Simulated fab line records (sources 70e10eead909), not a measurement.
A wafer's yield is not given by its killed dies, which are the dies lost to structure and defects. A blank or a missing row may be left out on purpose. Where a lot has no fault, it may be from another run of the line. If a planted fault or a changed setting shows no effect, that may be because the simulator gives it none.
Matching of chambers || flow nand-harc || NHARC_P_GATE_DESCUM_61 on rie-diel-05 has 4 sister chambers
The step chemistry O2, time 3 s. 4 wafers are shown with their chamber, then 10 later ones without.

## EACH WAFER AND ITS CHAMBER
{"wafer": "L083.5", "chamber": 3, "showerhead-plenum-p-Torr (Torr)": 1.76}
{"wafer": "L083.6", "chamber": 2, "showerhead-plenum-p-Torr (Torr)": 2.03}
{"wafer": "L089.2", "chamber": 1, "showerhead-plenum-p-Torr (Torr)": 1.90}
{"wafer": "L089.3", "chamber": 0, "showerhead-plenum-p-Torr (Torr)": 1.83}

## WAFERS WITH NO CHAMBER GIVEN
{"wafer": "L089.6", "showerhead-plenum-p-Torr (Torr)": 2.07}
{"wafer": "L093.1", "showerhead-plenum-p-Torr (Torr)": 1.90}
{"wafer": "L093.5", "showerhead-plenum-p-Torr (Torr)": 1.83}
{"wafer": "L093.6", "showerhead-plenum-p-Torr (Torr)": 1.90}
{"wafer": "L094.1", "showerhead-plenum-p-Torr (Torr)": 1.90}
{"wafer": "L094.4", "showerhead-plenum-p-Torr (Torr)": 1.83}
{"wafer": "L094.6", "showerhead-plenum-p-Torr (Torr)": 2.03}
{"wafer": "L096.3", "showerhead-plenum-p-Torr (Torr)": 2.02}
{"wafer": "L096.4", "showerhead-plenum-p-Torr (Torr)": 1.89}
{"wafer": "L096.6", "showerhead-plenum-p-Torr (Torr)": 2.07}

## WHICH CHAMBER EACH WENT THROUGH
{"wafer": "L089.6", "from the rows above": 2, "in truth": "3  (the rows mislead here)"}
{"wafer": "L093.1", "from the rows above": 1, "in truth": 1}
{"wafer": "L093.5", "from the rows above": 0, "in truth": 0}
{"wafer": "L093.6", "from the rows above": 1, "in truth": 1}
{"wafer": "L094.1", "from the rows above": 1, "in truth": 1}
{"wafer": "L094.4", "from the rows above": 0, "in truth": 0}
{"wafer": "L094.6", "from the rows above": 2, "in truth": 2}
{"wafer": "L096.3", "from the rows above": 2, "in truth": 2}
{"wafer": "L096.4", "from the rows above": 1, "in truth": 1}
{"wafer": "L096.6", "from the rows above": 2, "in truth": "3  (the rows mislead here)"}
8 of 10 placed correctly. From these rows, 0 cannot be placed. Number placed wrongly: 2.
How it was worked out, from the rows above alone: a wafer's distance from a chamber is the root of the sum, over the readings, of the square of ((its reading less the chamber's mean) divided by the reading's scatter). If the next closest chamber is less than 2 further off than the closest, the wafer can't be placed; otherwise it belongs to the closest. A chamber's mean is the mean of its shown wafers. The scatter: with one shown wafer a chamber, the root of the mean of the squares of how far each hidden wafer lies from its nearest shown one.
